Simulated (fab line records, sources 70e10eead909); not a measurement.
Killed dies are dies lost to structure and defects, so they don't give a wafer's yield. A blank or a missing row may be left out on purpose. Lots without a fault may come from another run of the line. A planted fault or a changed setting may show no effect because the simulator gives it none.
Which tool did it? | flow nand_harc | 11 lots, 33 wafers sampled, at 5 steps of a route of 1302

WHAT THE GAUGES READ, wafer by wafer
NHARC_END_SORT_01.
lot  | measured     | on        | killed_at_array
L986 | day 28 16:09 | prober-01 | 667 671 673
L987 | day 29 02:24 | prober-01 | 675 672 676
L989 | day 30 09:41 | prober-01 | 672 676 674

WHICH TOOL RAN EACH LOT (tool, then ch and the chambers of the sampled wafers, then the start)
lot  | NHARC_A_STAIRCASE_ETCH_203                    | NHARC_A_STAIRCASE_DESCUM_219       | NHARC_A_STAIRCASE_TRIM_224         | NHARC_A_STAIRCASE_TRIM_226
L976 | rie_diel-11 ch 0,1,2, day 16 09:21 or earlier | rie_diel-02 ch 0,1,3, day 16 09:21 | rie_diel-02 ch 0,1,3, day 16 10:08 | rie_diel-02 ch 1,3, no start
L978 | rie_diel-02 ch 0,1,3, day 17 05:05 or earlier | rie_diel-10 ch 0,2,3, day 17 05:05 | rie_diel-10 ch 0,2, day 17 05:43   | rie_diel-10 ch 0,2,3, no start
L979 | rie_diel-02 ch 0,1,2, day 17 23:02 or earlier | rie_diel-11 ch 1,2, day 17 23:02   | rie_diel-11 ch 1,2,3, day 17 23:37 | rie_diel-11 ch 2,3, no start
L983 | rie_diel-02 ch 1,2,3, day 19 17:46 or earlier | rie_diel-02 ch 0,2,3, day 19 17:46 | rie_diel-02 ch 1,2,3, day 19 18:18 | rie_diel-02 ch 0,2,3, no start
L986 | rie_diel-02 ch 1,2, day 20 09:02 or earlier   | rie_diel-02 ch 0,1,2, day 20 09:02 | rie_diel-02 ch 0,2, day 20 09:41   | rie_diel-02 ch 1,2, day 28 16:09 or earlier
L987 | rie_diel-10 ch 0,1, day 20 22:44 or earlier   | rie_diel-11 ch 2,3, day 20 22:44   | rie_diel-11 ch 0,1,2, day 20 23:18 | rie_diel-11 ch 0,1, day 29 02:24 or earlier
L989 | rie_diel-11 ch 0,1,2, day 22 00:47 or earlier | rie_diel-02 ch 0,3, day 22 00:47   | rie_diel-02 ch 1,2, day 22 01:20   | rie_diel-02 ch 0,2, day 30 09:41 or earlier
L995 | rie_diel-02 ch 0,1, day 24 14:30 or earlier   | rie_diel-02 ch 0,2,3, day 24 14:30 | rie_diel-02 ch 1,2, day 24 15:01   | rie_diel-02 ch 0,1,2, no start
L996 | rie_diel-10 ch 0,1, day 24 15:37 or earlier   | rie_diel-02 ch 0,1,3, day 24 15:37 | rie_diel-02 ch 0,2,3, day 24 16:10 | rie_diel-02 ch 1,3, no start
L998 | rie_diel-10 ch 0,1,3, day 25 07:12 or earlier | rie_diel-02 ch 0,2,3, day 25 07:12 | rie_diel-02 ch 1,3, day 25 07:50   | rie_diel-02 ch 1,3, no start
L997 | rie_diel-10 ch 1,2, day 25 07:25 or earlier   | rie_diel-02 ch 0,2,3, day 25 07:25 | rie_diel-02 ch 0,2,3, day 25 08:04 | rie_diel-02 ch 2,3, no start
- NHARC_A_STAIRCASE_ETCH_203: etches the open film in C4F8/O2, target depth 100 nm, time 40.5 s.
- NHARC_A_STAIRCASE_DESCUM_219: chemistry O2, time 3 s.
- NHARC_A_STAIRCASE_TRIM_224: chemistry O2, time 211.2 s.
- NHARC_A_STAIRCASE_TRIM_226: chemistry O2, time 211.2 s.

THE ANSWER, worked out from the rows above alone
Rule: what is usual is taken from the lots themselves. Put in order of their means at a reading, lots are off if they are a third of the lots or fewer, leave a main group of 4 or more, and stand apart from it by a gap of 3 or more times the standard deviation of the main group's means; of several such gaps the widest counts. A main group whose means are all the same, to the digits that the tables above print for the reading, isn't used. A lot without any number at a reading at which 4 lots or more have one is off too. The other lots that the step has rows for count as sound.
No lot is off at any reading shown: from this, nothing can be told.

WHAT THE SIMULATOR HAD PUT IN
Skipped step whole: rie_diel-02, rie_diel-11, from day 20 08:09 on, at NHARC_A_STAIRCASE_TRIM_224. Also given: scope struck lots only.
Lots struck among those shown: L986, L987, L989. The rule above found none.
